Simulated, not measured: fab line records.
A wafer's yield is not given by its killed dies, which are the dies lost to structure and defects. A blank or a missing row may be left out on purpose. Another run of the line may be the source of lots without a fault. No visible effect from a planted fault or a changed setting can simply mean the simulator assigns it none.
fab line records    flow nand_harc
[record] lots = 24  wafers = 72  last_day = 33
route steps=1302 shown A_STAIRCASE@713
lots with no fault: from the same line, run without faults
start_h: start of the lot's first displayed wafer, in hours after the record's first day    wait_h: how many hours have passed since the lot's step before this one    " as in the row above    L1.1+2: several wafers, shown together as one row    - no value, or no start given    * or withheld: withheld    < > ~ a bound
route shown NAME@n: names a module that has steps shown in the file, with the first one's number in the route    usual: mean/standard deviation taken from wafers without a fault    same: alike in all rows    chamber/n: place in a boat    sites: readings site by site    _std_site: standard deviation of those values    _edge_site: outer sites' mean less inner sites'    radius_mm: for every site, how far away it sits from the centre of the wafer    mask NAME#n: copy n    behind: the most recent tool/chamber to have shaped the wafer    hold: why the lot went on hold/how many hours it stayed there/how the hold came to an end    device: the transistor (n, p or np) that didn't switch    end of line: the route-end tests of the same wafers    for a step that has no rows: nothing shown but its recipe    killed: not the wafer's yield, but the dies lost to structure and defects at the first sort    map: dies across one wafer; x = killed, . = not, _ = none there
set.NAME: the run value of the setting; set.NAME@STEP: its run value at that earlier step    model.NAME: the simulator's own value behind a step, which no gauge read
a sample of lots followed through the steps of the route, with each step as a table and each wafer as a row
services: from which hour (start_h, from the record's first day; less than 0 if before it) a tool's chamber was out of use, for how many hours, and why
[[steps]]
[step NHARC_A_STAIRCASE_ETCH_199]
[recipe] target_depth_a = 1000  time_s = 40.5  ion_energy_ev = 400  c4f8_flow_sccm = 20  o2_flow_sccm = 10  ar_flow_sccm = withheld  rf_w = 600  bias_w = 1000  chemistry = C4F8/O2
[usual] oes_product_au = 0.944/0.013  rf_vpp_V = 898/4.6
lot.wafer  tool         chamber  start_h  wait_h  oes_product_au  rf_hours_counter_h  rf_vpp_V
L074.1     rie_diel-13  2        -        -       0.964           2                   898
L074.5     "            0        "        "       0.956           -                   899
L074.6     "            1        "        "       0.939           -                   904
L075.4     rie_diel-13  0        -        -       0.934           6                   899
L075.2     "            2        "        "       0.933           6                   898
L075.5     "            1        "        "       0.946           -                   903
L076.1     rie_diel-13  0        -        -       0.935           6                   900
L076.2     "            1        "        "       0.932           7                   905
L076.4     "            2        "        "       0.935           7                   898
L077.3     rie_diel-06  1        -        -       0.932           26                  887
L077.4     "            0        "        "       0.929           -                   891
L077.5     "            2        "        "       0.945           -                   898
L078.3     rie_diel-13  2        -        -       0.963           15                  896
L078.1     "            0        "        "       0.946           15                  898
L078.4     "            1        "        "       0.970           15                  903
L080.3     rie_diel-13  3        -        -       0.958           25                  897
L080.2     "            0        "        "       0.923           24                  898
L080.5     "            3        "        "       0.955           -                   897
L079.1     rie_diel-06  1        -        -       0.933           32                  887
L079.2     "            2        "        "       0.926           31                  896
L079.3     "            3        "        "       0.949           28                  896
L081.3     rie_diel-13  2        -        -       0.975           29                  898
L081.5     "            0        "        "       0.943           -                   899
L081.6     "            1        "        "       0.980           -                   904
L083.3     rie_diel-01  0        -        -       0.928           17                  904
L083.2     "            1        "        "       0.932           19                  896
L083.6     "            1        "        "       0.936           -                   899
L082.4     rie_diel-06  0        -        -       0.955           44                  890
L082.2     "            3        "        "       0.950           39                  896
L082.5     "            0        "        "       0.951           -                   891
L084.3     rie_diel-13  1        -        -       0.947           42                  905
L084.6     "            3        "        "       0.948           -                   897
L084.5     "            0        "        "       0.928           -                   899
L086.2     rie_diel-13  2        -        -       0.960           44                  898
L086.5     "            0        "        "       0.933           -                   898
L086.6     "            1        "        "       0.954           -                   903
L085.3     rie_diel-01  3        -        -       0.928           25                  901
L085.5     "            2        "        "       0.927           -                   894
L085.4     "            0        "        "       0.924           -                   904
L087.3     rie_diel-01  2        -        -       0.946           33                  895
L087.5     "            0        "        "       0.939           -                   904
L087.6     "            3        "        "       0.931           -                   903
L088.1     rie_diel-13  1        -        -       0.943           56                  903
L088.3     "            3        "        "       0.965           59                  896
L088.6     "            2        "        "       0.947           -                   896
L089.4     rie_diel-06  3        -        -       0.930           4                   895
L089.1     "            1        "        "       0.931           4                   907
L089.5     "            0        "        "       0.964           -                   890
L090.2     rie_diel-06  0        -        -       0.956           7                   891
L090.3     "            2        "        "       0.938           6                   895
L090.6     "            0        "        "       0.954           -                   890
L093.1     rie_diel-13  3        -        -       0.946           3                   896
L093.6     "            0        "        "       0.931           -                   897
L093.5     "            1        "        "       0.931           -                   903
L091.3     rie_diel-01  2        -        -       0.957           53                  892
L091.4     "            3        "        "       0.964           50                  904
L091.5     "            2        "        "       0.950           -                   893
L092.2     rie_diel-13  3        -        -       0.935           4                   895
L092.1     "            0        "        "       0.929           4                   898
L092.5     "            3        "        "       0.947           -                   897
L094.1     rie_diel-13  2        -        -       0.940           10                  897
L094.2     "            3        "        "       0.953           10                  896
L094.5     "            2        "        "       0.939           -                   897
L096.4     rie_diel-06  3        -        -       0.920           27                  894
L096.2     "            0        "        "       0.949           29                  891
L096.3     "            2        "        "       0.932           26                  897
L095.4     rie_diel-13  0        -        -       0.947           15                  897
L095.2     "            2        "        "       0.952           15                  896
L095.5     "            1        "        "       0.943           -                   902
L097.2     rie_diel-13  0        -        -       0.972           20                  898
L097.3     "            3        "        "       0.987           17                  896
L097.6     "            1        "        "       0.952           -                   901
[step NHARC_A_STAIRCASE_ETCH_201]
[recipe] target_depth_a = 1000  time_s = 40.5  ion_energy_ev = 400  c4f8_flow_sccm = 20  o2_flow_sccm = 10  ar_flow_sccm = withheld  rf_w = 600  bias_w = 1000  chemistry = C4F8/O2
[usual] oes_product_au = 0.944/0.012  rf_vpp_V = 898/4.7
lot.wafer  tool         chamber  start_h  wait_h  oes_product_au  rf_hours_counter_h  rf_vpp_V
L074.1     rie_diel-13  2        -        -       0.938           2                   899
L074.6     "            1        "        "       0.949           -                   905
L074.5     "            2        "        "       0.951           -                   896
L075.2     rie_diel-13  2        -        -       0.941           6                   897
L075.4     "            1        "        "       0.934           6                   904
L075.5     "            3        "        "       0.947           -                   896
L076.1     rie_diel-13  2        -        -       0.950           7                   896
L076.4     "            3        "        "       0.945           6                   897
L076.2     "            1        "        "       0.937           7                   903
L077.3     rie_diel-06  1        -        -       0.937           27                  887
L077.4     "            1        "        "       0.932           -                   887
L077.5     "            2        "        "       0.937           -                   897
L078.1     rie_diel-13  3        -        -       0.958           16                  898
L078.4     "            0        "        "       0.934           15                  898
L078.3     "            2        "        "       0.956           15                  898
L080.3     rie_diel-13  1        -        -       0.935           23                  904
L080.2     "            2        "        "       0.957           24                  899
L080.5     "            1        "        "       0.937           -                   902
L079.3     rie_diel-06  1        -        -       0.937           32                  886
L079.1     "            3        "        "       0.950           28                  896
L079.2     "            0        "        "       0.947           34                  890
L081.3     rie_diel-13  3        -        -       0.962           31                  897
L081.5     "            1        "        "       0.942           -                   904
L081.6     "            2        "        "       0.951           -                   894
L083.3     rie_diel-01  1        -        -       0.927           19                  896
L083.2     "            3        "        "       0.943           17                  903
L083.6     "            1        "        "       0.930           -                   896
L082.2     rie_diel-06  1        -        -       0.955           43                  886
L082.4     "            2        "        "       0.918           44                  896
L082.5     "            0        "        "       0.956           -                   891
L084.3     rie_diel-13  1        -        -       0.948           42                  902
L084.6     "            2        "        "       0.959           -                   895
L084.5     "            3        "        "       0.962           -                   898
L086.2     rie_diel-13  2        -        -       0.959           44                  896
L086.6     "            1        "        "       0.948           -                   904
L086.5     "            2        "        "       0.945           -                   897
L085.3     rie_diel-01  3        -        -       0.923           25                  905
L085.5     "            2        "        "       0.925           -                   893
L085.4     "            0        "        "       0.934           -                   906
L087.3     rie_diel-01  2        -        -       0.947           33                  895
L087.5     "            0        "        "       0.945           -                   903
L087.6     "            2        "        "       0.944           -                   894
L088.1     rie_diel-13  3        -        -       0.942           60                  897
L088.3     "            0        "        "       0.938           59                  898
L088.6     "            3        "        "       0.945           -                   897
L089.4     rie_diel-06  3        -        -       0.949           4                   895
L089.1     "            0        "        "       0.953           5                   890
L089.5     "            2        "        "       0.939           -                   895
L090.3     rie_diel-06  1        -        -       0.944           7                   908
L090.2     "            3        "        "       0.935           7                   897
L090.6     "            1        "        "       0.951           -                   905
L093.1     rie_diel-13  1        -        -       0.943           3                   904
L093.5     "            3        "        "       0.965           -                   897
L093.6     "            0        "        "       0.948           -                   897
L091.3     rie_diel-01  2        -        -       0.934           53                  894
L091.4     "            3        "        "       0.921           51                  904
L091.5     "            0        "        "       0.934           -                   903
L092.1     rie_diel-13  0        -        -       0.935           4                   896
L092.2     "            2        "        "       0.955           4                   897
L092.5     "            1        "        "       0.930           -                   902
L094.1     rie_diel-13  1        -        -       0.930           9                   901
L094.2     "            2        "        "       0.949           10                  896
L094.5     "            0        "        "       0.953           -                   898
L096.4     rie_diel-06  0        -        -       0.954           29                  889
L096.2     "            2        "        "       0.937           26                  895
L096.3     "            3        "        "       0.942           27                  895
L095.2     rie_diel-13  2        -        -       0.948           15                  894
L095.4     "            1        "        "       0.934           -                   901
L095.5     "            0        "        "       0.931           -                   899
L097.2     rie_diel-13  1        -        -       0.941           19                  902
L097.3     "            3        "        "       0.971           17                  896
L097.6     "            2        "        "       0.947           -                   897
[step NHARC_A_STAIRCASE_ETCH_221]
[recipe] target_depth_a = 1000  time_s = 40.5  ion_energy_ev = 400  c4f8_flow_sccm = 20  o2_flow_sccm = 10  ar_flow_sccm = withheld  rf_w = 600  bias_w = 1000  chemistry = C4F8/O2
[usual] oes_product_au = 0.932/0.013  rf_vpp_V = 897/4.7
lot.wafer  tool         chamber  start_h  wait_h  oes_product_au  rf_hours_counter_h  rf_vpp_V
L074.1     rie_diel-13  2        -        -       0.928           2                   898
L074.6     "            1        "        "       0.935           -                   905
L074.5     "            2        "        "       0.930           -                   899
L075.4     rie_diel-13  2        -        -       0.933           8                   896
L075.2     "            3        "        "       0.928           7                   897
L075.5     "            0        "        "       0.917           -                   899
L076.4     rie_diel-13  3        -        -       0.930           8                   898
L076.2     "            0        "        "       0.922           8                   899
L076.1     "            1        "        "       0.926           8                   904
L077.4     rie_diel-01  1        -        -       0.925           0                   898
L077.3     "            3        "        "       0.925           0                   902
L077.5     "            1        "        "       0.928           -                   896
L078.3     rie_diel-01  1        -        -       0.921           3                   898
L078.1     "            2        "        "       0.923           3                   895
L078.4     "            3        "        "       0.923           3                   902
L080.3     rie_diel-06  2        -        -       0.910           31                  897
L080.2     "            3        "        "       0.917           29                  896
L080.5     "            3        "        "       0.919           -                   896
L079.3     rie_diel-01  0        -        -       0.911           8                   904
L079.2     "            2        "        "       0.924           8                   894
L079.1     "            3        "        "       0.917           8                   903
L081.3     rie_diel-01  2        -        -       0.951           11                  895
L081.5     "            0        "        "       0.941           -                   905
L081.6     "            1        "        "       0.931           -                   896
L083.3     rie_diel-06  3        -        -       0.954           39                  895
L083.2     "            1        "        "       0.930           44                  888
L083.6     "            0        "        "       0.947           -                   892
L082.2     rie_diel-06  3        -        -       0.925           40                  896
L082.4     "            0        "        "       0.929           45                  889
L082.5     "            3        "        "       0.939           -                   896
L084.3     rie_diel-06  3        -        -       0.931           43                  896
L084.5     "            3        "        "       0.926           -                   895
L084.6     "            0        "        "       0.928           -                   891
L086.2     rie_diel-06  1        -        -       0.939           48                  887
L086.5     "            1        "        "       0.926           -                   886
L086.6     "            2        "        "       0.925           -                   896
L085.4     rie_diel-06  3        -        -       0.941           46                  896
L085.3     "            1        "        "       0.959           50                  887
L085.5     "            2        "        "       0.951           -                   896
L087.3     rie_diel-13  0        -        -       0.935           52                  898
L087.6     "            3        "        "       0.965           -                   898
L087.5     "            0        "        "       0.937           -                   898
L088.1     rie_diel-06  0        -        -       0.961           5                   891
L088.3     "            1        "        "       0.951           5                   906
L088.6     "            2        "        "       0.949           -                   896
L089.1     rie_diel-13  1        -        -       0.940           57                  904
L089.4     "            2        "        "       0.951           57                  895
L089.5     "            0        "        "       0.938           -                   898
L090.2     rie_diel-01  1        -        -       0.924           35                  896
L090.3     "            2        "        "       0.937           46                  894
L090.6     "            3        "        "       0.925           -                   904
L093.1     rie_diel-13  1        -        -       0.931           4                   902
L093.6     "            3        "        "       0.946           -                   897
L093.5     "            0        "        "       0.933           -                   896
L091.3     rie_diel-01  3        -        -       0.925           51                  904
L091.4     "            0        "        "       0.935           53                  905
L091.5     "            2        "        "       0.935           -                   893
L092.2     rie_diel-01  2        -        -       0.915           54                  893
L092.1     "            3        "        "       0.919           51                  902
L092.5     "            2        "        "       0.929           -                   894
L094.2     rie_diel-01  2        -        -       0.928           59                  893
L094.1     "            0        "        "       0.924           59                  902
L094.5     "            3        "        "       0.925           -                   902
L096.3     rie_diel-06  3        -        -       0.915           27                  895
L096.2     "            0        "        "       0.939           29                  889
L096.4     "            1        "        "       0.937           28                  906
L095.4     rie_diel-06  2        -        -       0.916           27                  897
L095.2     "            1        "        "       0.921           29                  906
L095.5     "            2        "        "       0.916           -                   896
L097.3     rie_diel-13  3        -        -       0.949           18                  897
L097.2     "            1        "        "       0.919           19                  902
L097.6     "            1        "        "       0.925           -                   903
[step NHARC_A_STAIRCASE_ETCH_225]
[recipe] target_depth_a = 1000  time_s = 40.5  ion_energy_ev = 400  c4f8_flow_sccm = 20  o2_flow_sccm = 10  ar_flow_sccm = withheld  rf_w = 600  bias_w = 1000  chemistry = C4F8/O2
[usual] oes_product_au = 0.938/0.012  rf_vpp_V = 897/5.2
lot.wafer  tool         chamber  start_h  wait_h  oes_product_au  rf_hours_counter_h  rf_vpp_V
L074.1     rie_diel-13  1        -        -       0.946           4                   902
L074.5     "            3        "        "       0.941           -                   897
L074.6     "            0        "        "       0.930           -                   899
L075.4     rie_diel-13  2        -        -       0.929           8                   896
L075.2     "            3        "        "       0.927           8                   897
L075.5     "            0        "        "       0.923           -                   899
L076.2     rie_diel-13  2        -        -       0.945           8                   897
L076.1     "            3        "        "       0.952           8                   898
L076.4     "            1        "        "       0.947           9                   904
L077.3     rie_diel-01  2        -        -       0.929           1                   894
L077.4     "            3        "        "       0.939           1                   904
L077.5     "            1        "        "       0.926           -                   897
L078.4     rie_diel-01  2        -        -       0.917           4                   895
L078.3     "            3        "        "       0.925           4                   903
L078.1     "            1        "        "       0.913           4                   897
L080.2     rie_diel-06  2        -        -       0.927           32                  897
L080.3     "            1        "        "       0.945           33                  887
L080.5     "            2        "        "       0.931           -                   896
L079.3     rie_diel-01  2        -        -       0.946           8                   894
L079.2     "            0        "        "       0.939           8                   905
L079.1     "            1        "        "       0.935           8                   897
L081.3     rie_diel-01  2        -        -       0.919           12                  893
L081.6     "            3        "        "       0.912           -                   903
L081.5     "            0        "        "       0.930           -                   904
L083.2     rie_diel-06  0        -        -       0.935           45                  890
L083.3     "            1        "        "       0.932           44                  886
L083.6     "            1        "        "       0.938           -                   887
L082.2     rie_diel-06  2        -        -       0.942           45                  897
L082.4     "            0        "        "       0.935           45                  891
L082.5     "            2        "        "       0.951           -                   894
L084.3     rie_diel-06  1        -        -       0.932           47                  885
L084.5     "            1        "        "       0.929           -                   886
L084.6     "            2        "        "       0.931           -                   895
L086.2     rie_diel-06  3        -        -       0.942           45                  896
L086.6     "            1        "        "       0.943           -                   886
L086.5     "            2        "        "       0.923           -                   897
L085.3     rie_diel-06  3        -        -       0.950           46                  895
L085.4     "            1        "        "       0.946           50                  886
L085.5     "            3        "        "       0.953           -                   896
L087.3     rie_diel-13  3        -        -       0.953           53                  897
L087.5     "            0        "        "       0.949           -                   898
L087.6     "            1        "        "       0.949           -                   902
L088.1     rie_diel-06  2        -        -       0.953           4                   895
L088.3     "            3        "        "       0.943           5                   895
L088.6     "            1        "        "       0.952           -                   906
L089.1     rie_diel-13  1        -        -       0.933           57                  903
L089.4     "            3        "        "       0.961           60                  894
L089.5     "            0        "        "       0.936           -                   897
L090.3     rie_diel-01  2        -        -       0.937           47                  893
L090.2     "            1        "        "       0.940           35                  897
L090.6     "            2        "        "       0.944           -                   893
L093.1     rie_diel-13  1        -        -       0.934           5                   903
L093.5     "            1        "        "       0.932           -                   902
L093.6     "            2        "        "       0.952           -                   898
L091.3     rie_diel-01  1        -        -       0.927           43                  895
L091.4     "            2        "        "       0.930           54                  894
L091.5     "            0        "        "       0.946           -                   903
L092.2     rie_diel-01  0        -        -       0.929           53                  903
L092.1     "            1        "        "       0.924           43                  896
L092.5     "            0        "        "       0.924           -                   904
L094.2     rie_diel-01  1        -        -       0.937           51                  898
L094.1     "            3        "        "       0.938           57                  903
L094.5     "            3        "        "       0.937           -                   901
L096.4     rie_diel-06  2        -        -       0.930           27                  894
L096.3     "            3        "        "       0.917           28                  894
L096.2     "            0        "        "       0.947           30                  890
L095.2     rie_diel-06  1        -        -       0.936           30                  906
L095.4     "            2        "        "       0.933           27                  897
L095.5     "            0        "        "       0.938           -                   888
L097.3     rie_diel-13  2        -        -       0.953           20                  896
L097.2     "            1        "        "       0.939           19                  901
L097.6     "            2        "        "       0.947           -                   897
[step NHARC_A_STAIRCASE_TRIM_231]
[recipe] time_s = 211.2  o2_flow_sccm = 500  ar_flow_sccm = 0  bias_w = 0  chemistry = O2
[usual] drypump_motor_current_A = 5.7/0.34  mfc_ar_sccm = 0.013/0.015  o2_flow_sccm = 499.9/1.5  oes_product_au = 0.998/0.01  rf_vpp_V = 57.9/0.96  showerhead_plenum_p_Torr = 3.56/0.13  throttle_valve_pct = 17.037/0.0091
lot.wafer  tool         chamber  start_h  wait_h  drypump_motor_current_A  mfc_ar_sccm  o2_flow_sccm  oes_product_au  rf_hours_counter_h  rf_vpp_V  showerhead_plenum_p_Torr  throttle_valve_pct
L074.1     rie_diel-13  2        -        -       5.5                      0.041        500.1         1.003           3                   59.2      3.57                      17.042
L074.6     "            1        "        "       5.9                      0.028        498.7         1.005           -                   58.3      3.75                      17.030
L074.5     "            2        "        "       5.6                      0.041        498.7         1.008           -                   56.9      3.56                      17.046
L075.2     rie_diel-06  0        -        -       5.3                      0.039        501.3         0.996           20                  56.6      3.40                      17.019
L075.5     "            0        "        "       5.3                      0.039        498.9         0.996           -                   59.3      3.40                      17.038
L075.4     "            2        "        "       6.2                      0.008        501.0         0.978           -                   57.7      3.55                      17.037
L076.2     rie_diel-01  2        -        -       5.5                      0            501.2         0.985           50                  58.8      3.50                      17.028
L076.1     "            3        "        "       6.1                      0.002        503.4         1.002           52                  59.4      3.74                      17.048
L076.4     "            0        "        "       5.4                      0            499.4         1.008           53                  57.7      3.78                      17.039
L077.4     rie_diel-01  3        -        -       6.2                      0.002        501.9         0.997           1                   59.2      3.74                      17.051
L077.3     "            0        "        "       5.4                      0            499.4         0.999           1                   57.8      3.78                      17.029
L077.5     "            2        "        "       5.5                      0            496.5         0.989           -                   58.1      3.49                      17.039
L078.1     rie_diel-06  0        -        -       5.3                      0.039        497.4         0.999           31                  58.1      3.40                      17.037
L078.3     "            1        "        "       5.6                      0            498.2         1.004           30                  57.3      3.28                      17.014
L078.4     "            3        "        "       5.3                      0.005        499.0         1.002           26                  58.0      3.52                      17.040
L080.3     rie_diel-06  0        -        -       5.2                      0.039        502.6         1.007           34                  56.3      3.40                      17.047
L080.2     "            3        "        "       5.3                      0.005        497.9         1.006           29                  57.9      3.52                      17.024
L080.5     "            0        "        "       5.2                      0.039        502.5         0.998           -                   58.6      3.40                      17.048
L079.1     rie_diel-01  1        -        -       6.0                      0.009        500.7         0.987           8                   57.6      3.56                      17.039
L079.2     "            2        "        "       5.5                      0            498.3         0.980           9                   56.9      3.49                      17.043
L079.3     "            0        "        "       5.4                      0            501.0         0.993           9                   56.3      3.77                      17.019
L081.3     rie_diel-13  1        -        -       5.9                      0.028        503.1         0.995           29                  58.2      3.73                      17.053
L081.5     "            1        "        "       5.9                      0.028        500.7         1.009           -                   58.4      3.73                      17.032
L081.6     "            2        "        "       5.5                      0.041        497.3         1.001           -                   58.5      3.55                      17.025
L083.3     rie_diel-01  2        -        -       5.5                      0            499.1         0.986           20                  58.0      3.48                      17.034
L083.2     "            1        "        "       6.0                      0.009        502.2         0.995           20                  57.5      3.55                      17.042
L083.6     "            2        "        "       5.5                      0            498.1         0.987           -                   58.2      3.48                      17.042
L082.4     rie_diel-13  1        -        -       5.9                      0.028        499.6         1.003           39                  59.6      3.73                      17.022
L082.2     "            3        "        "       5.9                      0.016        501.7         1.012           41                  57.3      3.56                      17.037
L082.5     "            2        "        "       5.6                      0.041        503.8         0.996           -                   57.5      3.54                      17.038
L084.3     rie_diel-06  3        -        -       5.3                      0.005        499.0         1.006           44                  57.9      3.51                      17.035
L084.6     "            1        "        "       5.6                      0            498.5         0.998           -                   57.8      3.27                      17.033
L084.5     "            2        "        "       6.2                      0.008        499.7         0.991           -                   56.5      3.54                      17.028
L086.2     rie_diel-06  1        -        -       5.6                      0            501.3         0.994           48                  57.7      3.27                      17.052
L086.6     "            1        "        "       5.6                      0            500.0         0.998           -                   55.9      3.27                      17.041
L086.5     "            2        "        "       6.3                      0.008        502.1         0.987           -                   56.4      3.54                      17.042
L085.3     rie_diel-06  2        -        -       6.2                      0.008        498.1         0.992           52                  57.1      3.53                      17.047
L085.4     "            0        "        "       5.2                      0.039        501.6         1.021           51                  56.4      3.39                      17.047
L085.5     "            3        "        "       5.3                      0.005        496.9         1.015           -                   57.5      3.51                      17.049
L087.3     rie_diel-13  1        -        -       5.9                      0.028        501.2         1.002           50                  57.8      3.72                      17.029
L087.6     "            1        "        "       5.9                      0.028        498.5         1.004           -                   59.0      3.72                      17.043
L087.5     "            2        "        "       5.6                      0.041        499.1         1.012           -                   58.0      3.54                      17.036
L088.1     rie_diel-06  1        -        -       5.6                      0            498.5         0.992           5                   57.8      3.81                      17.028
L088.3     "            3        "        "       5.3                      0.005        498.4         0.990           5                   56.8      3.50                      17.022
L088.6     "            2        "        "       6.3                      0.008        496.2         0.987           -                   58.5      3.53                      17.049
L089.1     rie_diel-13  0        -        -       5.3                      0            498.3         0.999           59                  57.0      3.58                      17.027
L089.4     "            1        "        "       5.9                      0.028        497.4         0.997           57                  58.9      3.72                      17.033
L089.5     "            1        "        "       5.9                      0.028        500.3         1.004           -                   58.1      3.72                      17.034
L090.2     rie_diel-01  1        -        -       6.0                      0.009        503.1         0.997           35                  58.6      3.55                      17.030
L090.3     "            0        "        "       5.4                      0            500.1         1.003           44                  57.5      3.75                      17.043
L090.6     "            2        "        "       5.5                      0            499.0         1.000           -                   57.2      3.47                      17.027
L093.1     rie_diel-13  2        -        -       5.5                      0.041        499.4         1.018           5                   57.4      3.53                      17.037
L093.6     "            2        "        "       5.5                      0.041        500.6         1.009           -                   57.3      3.53                      17.046
L093.5     "            3        "        "       5.9                      0.016        499.1         1.018           -                   56.6      3.54                      17.035
L091.4     rie_diel-01  3        -        -       6.1                      0.002        501.9         0.995           52                  58.1      3.71                      17.020
L091.3     "            1        "        "       6.0                      0.009        501.5         0.991           43                  57.8      3.54                      17.052
L091.5     "            3        "        "       6.1                      0.002        500.7         0.996           -                   59.3      3.71                      17.049
L092.2     rie_diel-01  1        -        -       6.0                      0.009        500.3         0.996           44                  55.9      3.54                      17.040
L092.1     "            2        "        "       5.5                      0            499.1         0.998           56                  57.5      3.46                      17.040
L092.5     "            0        "        "       5.4                      0            500.7         1.005           -                   59.0      3.74                      17.040
L094.2     rie_diel-13  0        -        -       5.3                      0            499.1         1.000           11                  60.1      3.57                      17.035
L094.1     "            1        "        "       5.9                      0.028        498.1         1.002           10                  58.4      3.71                      17.040
L094.5     "            0        "        "       5.3                      0            499.4         0.994           -                   58.3      3.57                      17.038
L096.3     rie_diel-01  1        -        -       6.0                      0.009        502.6         0.983           4                   58.4      3.53                      17.039
L096.4     "            2        "        "       5.5                      0            501.5         0.996           4                   57.7      3.46                      17.041
L096.2     "            3        "        "       6.1                      0.002        499.7         0.986           3                   59.3      3.71                      17.037
L095.4     rie_diel-06  0        -        -       5.3                      0.039        501.4         1.006           32                  56.3      3.37                      17.029
L095.2     "            3        "        "       5.3                      0.005        498.1         0.984           29                  57.0      3.49                      17.060
L095.5     "            1        "        "       5.6                      0            500.5         1.004           -                   58.4      3.79                      17.037
L097.2     rie_diel-13  1        -        -       5.9                      0.028        500.0         1.003           19                  58.2      3.70                      17.046
L097.3     "            2        "        "       5.5                      0.041        499.4         1.009           21                  58.2      3.52                      17.060
L097.6     "            2        "        "       5.5                      0.041        500.6         1.011           -                   56.9      3.52                      17.035
[step NHARC_A_STAIRCASE_DEP_280]
[recipe] target_thk_a = 300  target_thk_nm = 30  temp_c = 400  pressure_torr = 3.5  flow_sccm = 200  rf_w = 350  material = SiON
[usual] heater_power_w = 741/93
lot.wafer  tool      chamber  start_h  wait_h  heater_power_w  since_wet_clean_h
L074.1     pecvd-02  2        377.91   1.6     885             136
L074.6     "         0        "        "       897             -
L074.5     "         1        "        "       802             -
L075.2     pecvd-01  0        391.68   1.3     724             67
L075.5     "         1        "        "       646             -
L075.4     "         2        "        "       615             -
L076.2     pecvd-04  0        393.51   1.3     639             111
L076.1     "         1        "        "       673             111
L076.4     "         1        "        "       677             -
L077.3     pecvd-02  2        404.32   1.0     925             163
L077.5     "         2        "        "       896             -
L077.4     "         0        "        "       884             -
L078.3     pecvd-04  2        412.62   1.0     664             131
L078.1     "         0        "        "       670             131
L078.4     "         2        "        "       676             -
L080.3     pecvd-01  2        430.60   1.0     519             106
L080.2     "         0        "        "       773             106
L080.5     "         2        "        "       508             -
L079.1     pecvd-04  0        431.00   1.6     667             149
L079.2     "         1        "        "       784             149
L079.3     "         2        "        "       732             149
L081.3     pecvd-02  0        454.62   1.0     826             32
L081.6     "         1        "        "       788             -
L081.5     "         2        "        "       823             -
L083.3     pecvd-04  0        472.19   0.9     665             9
L083.2     "         2        "        "       796             9
L083.6     "         2        "        "       805             -
L082.2     pecvd-01  2        476.19   1.3     614             152
L082.4     "         2        "        "       607             -
L082.5     "         1        "        "       658             -
L084.3     pecvd-04  0        487.11   1.0     674             24
L084.6     "         2        "        "       788             -
L084.5     "         1        "        "       744             -
L086.2     pecvd-02  1        490.81   1.3     719             68
L086.6     "         0        "        "       732             -
L086.5     "         1        "        "       719             -
L085.4     pecvd-02  1        495.16   1.0     686             -
L085.3     "         0        "        "       848             -
L085.5     "         1        "        "       721             -
L087.3     pecvd-04  2        498.19   1.0     798             35
L087.6     "         0        "        "       632             -
L087.5     "         1        "        "       767             -
L088.3     pecvd-02  1        521.75   0.9     740             99
L088.1     "         0        "        "       863             99
L088.6     "         0        "        "       830             -
L089.1     pecvd-04  2        522.13   1.6     750             59
L089.4     "         2        "        "       764             -
L089.5     "         0        "        "       674             -
L090.2     pecvd-04  0        535.70   1.4     654             73
L090.3     "         1        "        "       671             73
L090.6     "         2        "        "       767             -
L091.3     pecvd-04  2        554.15   0.9     813             91
L091.4     "         2        "        "       784             -
L091.5     "         1        "        "       703             -
L093.1     pecvd-02  0        554.41   1.5     900             132
L093.5     "         0        "        "       708             -
L093.6     "         1        "        "       805             -
L092.1     pecvd-02  0        555.69   1.6     737             133
L092.2     "         2        "        "       928             133
L092.5     "         0        "        "       699             -
L094.2     pecvd-02  2        573.02   1.3     898             150
L094.1     "         1        "        "       804             150
L094.5     "         1        "        "       791             -
L096.3     pecvd-01  1        591.33   1.0     671             86
L096.2     "         2        "        "       595             86
L096.4     "         1        "        "       684             -
L095.2     pecvd-01  1        593.18   1.3     642             88
L095.4     "         2        "        "       522             -
L095.5     "         1        "        "       654             -
L097.3     pecvd-04  2        601.91   1.0     675             139
L097.2     "         0        "        "       684             139
L097.6     "         1        "        "       794             -
[[services]]
tool         chamber  start_h  hours  kind
rie_diel-13  -        342.00   9.0    pm
rie_diel-01  3        354.00   1.6    repair
pecvd-02     -        363.02   1.0    repair
rie_diel-06  1        370.89   3.9    repair
rie_diel-01  0        373.04   3.4    repair
rie_diel-01  -        380.82   9.0    pm
pecvd-01     2        385.84   4.8    repair
rie_diel-06  -        389.19   0.8    repair
pecvd-02     -        397.18   0.7    repair
rie_diel-06  2        401.85   4.8    repair
pecvd-02     -        409.62   13.0   pm
rie_diel-06  0        429.63   4.8    repair
pecvd-04     -        450.12   13.0   pm
pecvd-01     0        453.72   6.8    repair
pecvd-04     -        480.12   1.9    repair
rie_diel-06  -        484.70   9.0    pm
pecvd-02     2        490.44   13.5   repair
pecvd-01     -        492.45   13.0   pm
rie_diel-13  -        519.00   9.0    pm
rie_diel-01  -        557.82   9.0    pm
rie_diel-13  3        571.34   4.3    repair
rie_diel-13  0        583.55   8.3    repair
rie_diel-06  -        588.48   2.4    repair
pecvd-02     -        590.62   13.0   pm
[[key]]
fault none
